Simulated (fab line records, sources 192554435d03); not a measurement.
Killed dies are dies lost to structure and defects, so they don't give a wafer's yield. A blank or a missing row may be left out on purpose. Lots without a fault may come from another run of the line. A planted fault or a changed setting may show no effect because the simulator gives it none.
fab line records | flow n5_finfet
record lots=10 wafers=29 last_day=18
route steps=1938 shown HKMG_FIN@386 BEOL_M4@1111
lots that met no fault: from a run of the same line without faults
start_h: hours from the record's first day to the start of the lot's first wafer shown | wait_h: hours since the lot's step before | " the same as in the row above | L1.1+2: a row that stands for several wafers | - no value, or no start given | * or withheld: withheld | < > ~ a bound
route shown NAME@n: a module of which the file shows steps, and the number in the route of the first | usual: mean/standard deviation of fault-free wafers | same: alike in all rows | chamber/n: place in a boat | sites: the reading at each site | _std_site: their standard deviation | _edge_site: outer sites' mean less inner sites' | radius_mm: how far each site lies from the wafer's centre | mask NAME#n: copy n | behind: the tool/chamber that last shaped the wafer | hold: why the lot was held/for how many hours/how that ended | device: the transistor (n, p or np) that didn't switch | end of line: the same wafers' tests at the end of the route | a step without rows: its recipe alone | killed: dies lost to structure and defects at the first sort, not the wafer's yield | map: a wafer's dies, x killed, . not, _ none there
set.NAME: the setting as run; set.NAME@STEP: as run at that earlier step | model.NAME: the simulator's own value behind a step, which no gauge read
steps of the route over a sample of lots; a table a step, a row a wafer
services: from which hour (start_h, from the record's first day; less than 0 if before it) a tool's chamber was out of use, for how many hours, and why
## steps
# step N5_HKMG_FIN_HK_ALD_01
# recipe material=HfO2 target_thk_a=16 temp_c=withheld ald_precursor_family=HfCl4 ald_co_reactant=H2O pulse_time_s=3 purge_time_s=3 co_reactant_purge_time_s=2.5 co_reactant_pulse_time_s=0.3 ald_cycles=30
# usual precursor_pulse_height_rel=1.000/0.023
# columns lot.wafer tool chamber start_h wait_h precursor_pulse_height_rel since_wet_clean_h
L270.1 ald_hk-01 2 70.43 0.0 0.992 950
L270.5 " 0 " " 1.005 -
L270.6 " 1 " " 0.941 -
L272.3 ald_hk-03 3 84.10 0.1 0.997 54
L272.5 " 2 " " 0.989 -
L273.1 ald_hk-01 3 87.12 0.1 0.965 967
L273.4 " 2 " " 0.955 967
L273.5 " 0 " " 1.012 -
L274.1 ald_hk-03 2 94.64 0.1 1.021 65
L274.3 " 3 " " 0.980 65
L274.5 " 2 " " 0.994 -
L281.1 ald_hk-02 3 136.93 0.0 0.984 1913
L281.3 " 1 " " 1.076 1913
L281.6 " 2 " " 1.003 -
L283.1 ald_hk-03 3 152.32 0.0 1.006 122
L283.2 " 1 " " 1.008 122
L283.5 " 0 " " 0.994 -
L284.3 ald_hk-03 2 153.82 0.0 0.983 124
L284.4 " 0 " " 1.043 124
L284.5 " 2 " " 1.023 -
L285.2 ald_hk-01 1 160.72 0.0 0.996 1041
L285.3 " 0 " " 1.014 1041
L285.5 " 2 " " 1.012 -
L286.2 ald_hk-01 1 168.92 0.0 0.993 1049
L286.5 " 0 " " 0.990 -
L286.6 " 3 " " 1.006 -
L292.2 ald_hk-03 2 202.63 0.0 1.020 173
L292.3 " 3 " " 0.980 173
L292.4 " 1 " " 1.014 173
# step N5_HKMG_FIN_CD_MEAS_49
# recipe target_cd_nm=202 landing_energy_ev=500 detector=se_inlens polarity=opening
# usual cd_nm=201.7/1
# columns lot.wafer tool chamber start_h wait_h cd_nm
L270.1 cd_sem-02 0 71.64 - 201.1
L270.5 " 0 " " 202.5
L270.6 " 0 " " 202.6
L272.3 cd_sem-02 0 85.20 - 202.2
L272.5 " 0 " " 201.8
L273.1 cd_sem-01 0 88.38 - 200.3
L273.4 " 0 " " 200.9
L273.5 " 0 " " 200.8
L274.1 cd_sem-01 0 95.73 - 200.0
L274.3 " 0 " " 199.6
L274.5 " 0 " " 200.2
L281.1 cd_sem-03 0 137.88 - 200.3
L281.3 " 0 " " 201.6
L281.6 " 0 " " 201.3
L283.1 cd_sem-03 0 153.26 - 202.1
L283.2 " 0 " " 201.9
L283.5 " 0 " " 201.2
L284.3 cd_sem-02 0 154.64 - 202.1
L284.4 " 0 " " 200.9
L284.5 " 0 " " 200.5
L285.2 cd_sem-02 0 161.66 - 200.1
L285.3 " 0 " " 202.8
L285.5 " 0 " " 203.3
L286.2 cd_sem-02 0 169.87 - 200.8
L286.5 " 0 " " 201.8
L286.6 " 0 " " 202.3
L292.2 cd_sem-03 0 203.62 - 201.2
L292.3 " 0 " " 203.5
L292.4 " 0 " " 200.8
# step N5_HKMG_FIN_STRIP_93
# recipe chemistry=N2/H2 material=SOC time_s=20 power_w=500 temp_c=40 pressure_mtorr=50 rf_frequency_hz=6e+07 bias_power_w=8 h2_frac=0.5 n2_flow_sccm=300 h2_flow_sccm=300
# usual drypump_motor_current_A=5.6/0.46 oes_product_au=0.79/0.095 rf_fwd_power_W=496.3/1.8 rf_vpp_V=54.3/0.85 showerhead_plenum_p_Torr=3.35/0.13 throttle_valve_pct=18.9/0.7
# columns lot.wafer tool chamber start_h wait_h drypump_motor_current_A oes_product_au rf_fwd_power_W rf_hours_counter_h rf_vpp_V showerhead_plenum_p_Torr throttle_valve_pct
L270.1 rie_diel-01 1 72.76 0.2 5.1 0.73 495.5 182 54.6 3.49 20.2
L270.5 " 2 " " 5.9 0.72 493.1 - 54.7 3.16 19.0
L270.6 " 3 " " 5.6 0.82 495.4 - 54.5 3.39 18.2
L272.3 rie_diel-03 2 86.26 0.2 6.0 0.96 497.7 10 54.2 3.54 18.1
L272.5 " 0 " " 5.5 0.74 495.7 - 54.4 3.23 19.8
L273.1 rie_diel-01 0 89.20 0.2 5.8 0.67 496.9 227 52.9 3.44 19.7
L273.4 " 2 " " 5.9 0.72 497.0 226 54.2 3.16 19.0
L273.5 " 2 " " 5.9 0.73 497.0 - 53.2 3.16 19.0
L274.1 rie_diel-01 2 96.60 0.2 5.9 0.71 495.0 229 53.2 3.16 19.0
L274.3 " 3 " " 5.6 0.81 494.7 74 53.4 3.39 18.2
L274.5 " 3 " " 5.6 0.80 494.1 - 54.3 3.39 18.2
L281.1 rie_diel-01 2 138.69 0.2 5.9 0.69 497.6 247 53.0 3.15 19.0
L281.3 " 0 " " 5.8 0.65 493.0 249 53.6 3.43 19.8
L281.6 " 1 " " 5.1 0.72 495.6 - 54.1 3.48 20.3
L283.1 rie_diel-03 3 154.37 0.2 5.4 0.80 496.5 76 55.5 3.51 18.3
L283.2 " 2 " " 6.0 0.92 497.8 28 54.2 3.53 18.1
L283.5 " 3 " " 5.4 0.80 495.0 - 54.0 3.51 18.3
L284.3 rie_diel-01 3 155.67 0.2 5.5 0.78 494.5 98 55.9 3.37 18.2
L284.4 " 1 " " 5.1 0.70 495.8 - 53.7 3.48 20.3
L284.5 " 2 " " 5.9 0.69 498.0 - 54.9 3.15 19.0
L285.2 rie_diel-05 1 162.63 0.2 5.6 0.79 497.4 110 53.8 3.23 18.9
L285.3 " 3 " " 6.3 0.92 497.0 17 54.4 3.26 18.2
L285.5 " 3 " " 6.3 0.93 495.4 - 54.3 3.26 18.2
L286.2 rie_diel-05 3 170.80 0.2 6.3 0.91 493.7 20 55.2 3.26 18.2
L286.5 " 1 " " 5.6 0.79 494.9 - 54.9 3.23 18.9
L286.6 " 0 " " 4.7 0.89 498.0 - 53.7 3.43 18.3
L292.2 rie_diel-05 1 204.62 0.2 5.6 0.76 493.8 124 53.5 3.23 18.9
L292.3 " 3 " " 6.3 0.88 499.4 32 54.2 3.25 18.2
L292.4 " 2 " " 5.7 0.67 499.8 239 54.6 3.28 19.0
# step N5_HKMG_FIN_COAT_30
# recipe resist=SiARC temp_c=220 time_s=60 spin_rpm=1500 resist_thk_nm=35
# usual spin_speed_rpm=1499.9/0.91
# columns lot.wafer tool chamber start_h wait_h spin_speed_rpm
L270.1 litho_track-02 0 74.96 - 1500.8
L270.5 " 0 " " 1499.6
L270.6 " 0 " " 1499.9
L272.3 litho_track-04 0 88.79 - 1501.3
L272.5 " 0 " " 1499.0
L273.1 litho_track-02 0 91.40 - 1500.0
L273.4 " 0 " " 1499.5
L273.5 " 0 " " 1500.5
L274.1 litho_track-02 0 98.80 - 1500.2
L274.3 " 0 " " 1500.6
L274.5 " 0 " " 1499.2
L281.1 litho_track-02 0 141.08 - 1499.3
L281.3 " 0 " " 1500.3
L281.6 " 0 " " 1500.1
L283.1 litho_track-02 0 156.82 - 1539.0
L283.2 " 0 " " 1538.8
L283.5 " 0 " " 1540.2
L284.3 litho_track-04 0 157.86 - 1500.5
L284.4 " 0 " " 1500.4
L284.5 " 0 " " 1499.1
L285.2 litho_track-02 0 164.97 - 1539.9
L285.3 " 0 " " 1539.4
L285.5 " 0 " " 1539.4
L286.2 litho_track-04 0 173.09 - 1500.4
L286.5 " 0 " " 1499.8
L286.6 " 0 " " 1500.0
L292.2 litho_track-04 0 207.15 - 1499.4
L292.3 " 0 " " 1498.6
L292.4 " 0 " " 1499.4
# step N5_BEOL_M4_RC_MEAS_101
# usual DIBL_N=37.5/2.5 DIBL_P=38/3.1 IOFF_N=0.19/0.059 IOFF_P=0.24/0.061 ION_N=679/16 ION_P=465/9.8 SS_N=72.0/0.8 SS_P=73.7/0.86 VT_N=248/4.5 VT_P=-249/3.5
# columns lot.wafer tool chamber start_h wait_h DIBL_N[mV/V] DIBL_P[mV/V] IOFF_N[nA/um] IOFF_P[nA/um] ION_N[uA/um] ION_P[uA/um] SS_N[mV/dec] SS_P[mV/dec] VT_N[mV] VT_P[mV]
L270.1 prober-02 0 163.35 0.0 34.1 36 0.12 0.20 659 459 70.6 72.8 254 -249
L270.5 " 0 " " 37.8 37 0.18 0.22 678 466 72.3 73.5 251 -250
L270.6 " 0 " " 39.7 40 0.23 0.27 679 459 72.7 74.2 248 -245
L272.3 prober-02 0 179.86 0.3 37.4 40 0.18 0.24 675 466 71.5 73.8 248 -248
L272.5 " 0 " " 35.7 38 0.14 0.19 666 463 71.5 73.9 254 -252
L273.1 prober-01 0 188.43 0.0 35.7 36 0.15 0.19 673 458 71.9 72.4 253 -250
L273.4 " 0 " " 33.3 34 0.11 0.17 651 455 70.6 71.8 255 -253
L273.5 " 0 " " 37.1 38 0.18 0.24 669 461 71.6 73.8 248 -249
L274.1 prober-02 0 188.58 0.0 37.5 38 0.19 0.24 679 463 71.3 73.4 249 -248
L274.3 " 0 " " 41.0 43 0.31 0.37 711 480 72.8 75.0 238 -242
L274.5 " 0 " " 37.7 38 0.18 0.25 683 469 72.1 73.4 248 -247
L281.1 prober-02 0 252.06 0.0 39.0 40 0.23 0.28 694 469 71.8 73.5 244 -247
L281.3 " 0 " " 36.6 38 0.17 0.24 672 463 71.9 73.4 249 -248
L281.6 " 0 " " 42.2 45 0.37 0.43 714 484 72.8 74.8 238 -242
L283.1 prober-02 0 257.03 0.0 37.5 37 0.20 0.30 706 489 70.9 73.4 242 -244
L283.2 " 0 " " 36.4 34 0.16 0.23 689 470 72.0 72.9 249 -248
L283.5 " 0 " " 36.5 35 0.18 0.26 684 479 71.7 72.7 249 -244
L285.2 prober-01 0 258.22 0.2 39.9 42 0.28 0.31 702 470 72.3 74.8 242 -245
L285.3 " 0 " " 39.4 43 0.25 0.32 690 468 71.7 75.0 246 -244
L285.5 " 0 " " 39.4 43 0.26 0.32 686 470 72.6 74.6 243 -246
L284.3 prober-02 0 259.21 0.3 35.8 36 0.13 0.21 659 465 71.9 73.3 256 -249
L284.4 " 0 " " 36.5 37 0.14 0.21 658 455 71.5 73.3 252 -250
L284.5 " 0 " " 38.3 38 0.19 0.27 682 471 72.0 74.3 248 -248
L286.2 prober-02 0 262.83 0.2 36.4 37 0.15 0.19 668 458 71.9 73.5 253 -251
L286.5 " 0 " " 36.4 37 0.15 0.20 679 466 72.0 73.8 252 -252
L286.6 " 0 " " 37.9 40 0.19 0.24 689 471 72.1 74.0 248 -248
L292.2 prober-02 0 312.12 0.2 37.5 39 0.18 0.22 679 466 72.5 73.7 251 -252
L292.3 " 0 " " 34.7 35 0.13 0.17 673 459 71.5 73.4 254 -252
L292.4 " 0 " " 37.5 40 0.19 0.26 677 463 72.1 74.5 248 -249
## services
# columns tool chamber start_h hours kind
rie_diel-01 - 51.33 2.8 pm
rie_diel-05 0 57.28 - clean
rie_diel-05 0 57.28 - consumable_replace:focus_ring
rie_diel-03 - 57.49 2.8 pm
ald_hk-02 - 75.86 8.7 pm
rie_diel-05 2 79.97 7.6 repair
ald_hk-03 - 82.38 1.2 repair
rie_diel-01 3 91.95 1.8 repair
rie_diel-03 3 102.94 20.2 repair
rie_diel-03 2 110.03 1.3 repair
rie_diel-03 - 114.49 14.6 pm
rie_diel-01 3 120.80 2.2 repair
rie_diel-01 1 123.00 5.2 repair
ald_hk-03 - 139.04 8.7 pm
rie_diel-01 0 141.30 - clean
rie_diel-01 0 141.30 - consumable_replace:focus_ring
rie_diel-01 0 141.30 18.6 scheduled_down
rie_diel-01 0 141.30 18.6 vent_cycle
rie_diel-01 2 159.92 - clean
rie_diel-01 2 159.92 - consumable_replace:focus_ring
rie_diel-01 2 159.92 - consumable_replace:showerhead
rie_diel-01 2 159.92 23.7 scheduled_down
rie_diel-01 2 159.92 23.7 vent_cycle
rie_diel-03 0 167.94 1.8 repair
## key
first_sign step=N5_HKMG_FIN_COAT_30 reading=spin_speed_rpm direction=up sigmas=43 usual=* struck=*
effect none on later readings
met_at N5_HKMG_FIN_COAT_30
struck_lots L283,L285
not_acting_at N5_HKMG_FIN_HK_ALD_01,N5_HKMG_FIN_CD_MEAS_49,N5_HKMG_FIN_STRIP_93
onset_between 141.08 156.82
fault kind=process_parameter_drift tool=litho_track-02 chamber=- onset_h=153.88 steps=N5_HKMG_FIN_COAT_30 channel=spin_rpm offset=* shape=step end_h=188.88 acts_in=* stated=*
